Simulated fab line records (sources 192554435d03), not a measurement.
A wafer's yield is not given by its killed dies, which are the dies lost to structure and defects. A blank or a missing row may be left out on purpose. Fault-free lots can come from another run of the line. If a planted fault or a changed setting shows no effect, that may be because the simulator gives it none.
Chamber matching    flow n5Finfet    N5_BEOL_M12_DEP_53 on pecvd-03: 3 sister chambers
The step deposits SiCN from 3MS/NH3, target thk 30 nm, time 10.5 s. 3 wafers are shown with their chamber, then 7 later ones without.

== WAFERS WITH THEIR CHAMBER ==
wafer   chamber  throttleValvePct (%)
L152.1  1        19.1
L155.2  2        17.6
L155.3  0        17.6

== WAFERS WITH NO CHAMBER GIVEN ==
wafer   throttleValvePct (%)
L155.4  17.6
L154.2  19.4
L154.4  19.3
L154.5  17.5
L157.1  17.9
L157.5  17.5
L157.6  18.3

== THE CHAMBER EACH PASSED THROUGH ==
wafer   from the rows above           in truth
L155.4  can't be placed: 0 or 2       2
L154.2  1                             1
L154.4  1                             1
L154.5  can't be placed: 0 or 2       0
L157.1  can't be placed: 0 or 2       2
L157.5  can't be placed: 0 or 2       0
L157.6  can't be placed: 0 or 2 or 1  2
2 of 7 placed correctly. These rows do not allow placing 5 (true chamber among the candidates in 5). Placed wrongly: 0.
How it was worked out, from the rows above alone: a wafer's distance from a chamber is the root of the sum, over the readings, of the square of ((its reading less the chamber's mean) divided by the reading's scatter). If the next closest chamber is less than 2 further off than the closest, the wafer can't be placed; otherwise it belongs to the closest. For every chamber, the mean is computed from those of its wafers that are shown. The scatter: root of mean squared gap, hidden wafer to nearest shown wafer, with one shown wafer a chamber.
